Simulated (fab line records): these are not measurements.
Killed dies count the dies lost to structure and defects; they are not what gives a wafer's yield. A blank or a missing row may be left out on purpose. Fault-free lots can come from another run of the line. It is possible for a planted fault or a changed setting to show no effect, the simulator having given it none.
Which tool was responsible?	flow n5 finfet	29 wafers from 11 lots sampled at 5 of the route's 1938 steps

== WHAT THE GAUGES SHOWED, per wafer ==
N5_BEOL_M10_THK_MEAS_53: measures by xrf.
lot	measured	on	M10_THK (nm)
L256	day 10 08:55	film metro-02	140.1 140.5
L259	day 11 00:28	film metro-01	140.7 137.8 138.8
L258	day 11 01:11	film metro-01	136.4 137.7 137.4
L260	day 11 21:23	film metro-02	139.2 144.5 138.6
L262	day 12 02:17	film metro-02	137.1 141.5 135.2
L264	day 12 15:02	film metro-01	136.8 135.4 139.5
L265	day 13 05:58	film metro-02	145.1 145.7
L267	day 13 07:01	film metro-01	144.3 138.2 138.9
L268	day 13 10:32	film metro-01	136.8 141.8
L274	day 15 15:16	film metro-02	143.6 142.5
L277	day 16 09:00	film metro-02	139.8 135.1 139.4

== EACH LOT AND THE TOOL THAT RAN IT (in order: tool; ch and the chambers of the sampled wafers; start) ==
lot	N5_BEOL_M10_ETCH_41	N5_BEOL_M10_CURE_72	N5_BEOL_M10_ECD_50	N5_BEOL_M10_CMP_52
L256	rie diel-03 ch 1, day 10 06:11 or earlier	uv cure-03 ch 1, day 10 06:11	ecd cu-01 ch 1, day 10 08:14	cmp-04 ch 1,2, day 10 08:40
L259	rie diel-03 ch 0,1, day 10 22:29 or earlier	uv cure-02 ch 0, day 10 22:29	ecd cu-01 ch 0,1, day 10 23:40	cmp-01 ch 0,1,3, day 11 00:17
L258	rie diel-06 ch 0,2,3, day 10 22:35 or earlier	uv cure-01 ch 1, day 10 22:35	ecd cu-02 ch 0,1, day 11 00:29	cmp-01 ch 1,2,3, day 11 00:53
L260	rie diel-04 ch 0,1, day 11 18:36 or earlier	uv cure-03 ch 0, day 11 18:36	ecd cu-01 ch 0,1, day 11 20:41	cmp-03 ch 0,1,3, day 11 21:05
L262	rie diel-06 ch 1,2,3, day 11 23:52 or earlier	uv cure-03 ch 0, day 11 23:52	ecd cu-01 ch 0,1, day 12 01:01	cmp-03 ch 0,2,3, day 12 01:59
L264	rie diel-06 ch 1,3, day 12 12:10 or earlier	uv cure-01 ch 1, day 12 12:10	ecd cu-02 ch 0,1, day 12 14:19	cmp-04 ch 1,2,3, day 12 14:49
L265	rie diel-04 ch 2,3, day 13 03:29 or earlier	uv cure-02 ch 0, day 13 03:29	ecd cu-01 ch 1, day 13 05:17	cmp-01 ch 0,1, day 13 05:47
L267	rie diel-03 ch 0,1,3, day 13 03:53 or earlier	uv cure-02 ch 1, day 13 03:53	ecd cu-02 ch 0,1, day 13 05:59	cmp-04 ch 0,2,3, day 13 06:46
L268	rie diel-04 ch 0,2, day 13 07:43 or earlier	uv cure-01 ch 2, day 13 07:43	ecd cu-01 ch 0, day 13 09:47	cmp-04 ch 0,1, day 13 10:15
L274	rie diel-03 ch 2,3, day 15 11:52 or earlier	uv cure-01 ch 2, day 15 11:52	ecd cu-01 ch 0, day 15 14:28	cmp-03 ch 1,2, day 15 14:58
L277	rie diel-06 ch 1,3, day 16 04:28 or earlier	uv cure-02 ch 1, day 16 04:28	ecd cu-01 ch 0,1, day 16 08:05	cmp-04 ch 0,1,2, day 16 08:45
- N5_BEOL_M10_ETCH_41: etches SiCN in CH3F/O2, target depth 42.6 nm, time 86 s.
- N5_BEOL_M10_CURE_72: cures SiCOH lowk, time 120 s.
- N5_BEOL_M10_ECD_50: material Cu, target thk 318 nm.
- N5_BEOL_M10_CMP_52: polishes, stops on SiCOH lowk, t overpolish 7 s, target thk 140 nm.

== THE ANSWER, worked out from the rows above alone ==
Rule: what is usual is taken from the lots themselves. The widest of any qualifying gaps counts: lots, ordered by their means at a reading, are off when they make up no more than a third of the lots, leave a main group of 4 or more, and stand apart from it by 3 or more times the standard deviation of that group's means. A main group whose means are all the same, to the digits that the tables above print for the reading, isn't used. Also off: a lot with no number at a reading for which 4 or more lots have one. All remaining lots with rows at the step are treated as sound.
Across all readings shown, no lot is off: no conclusion can be drawn from this.

== WHAT THE SIMULATOR PUT IN ==
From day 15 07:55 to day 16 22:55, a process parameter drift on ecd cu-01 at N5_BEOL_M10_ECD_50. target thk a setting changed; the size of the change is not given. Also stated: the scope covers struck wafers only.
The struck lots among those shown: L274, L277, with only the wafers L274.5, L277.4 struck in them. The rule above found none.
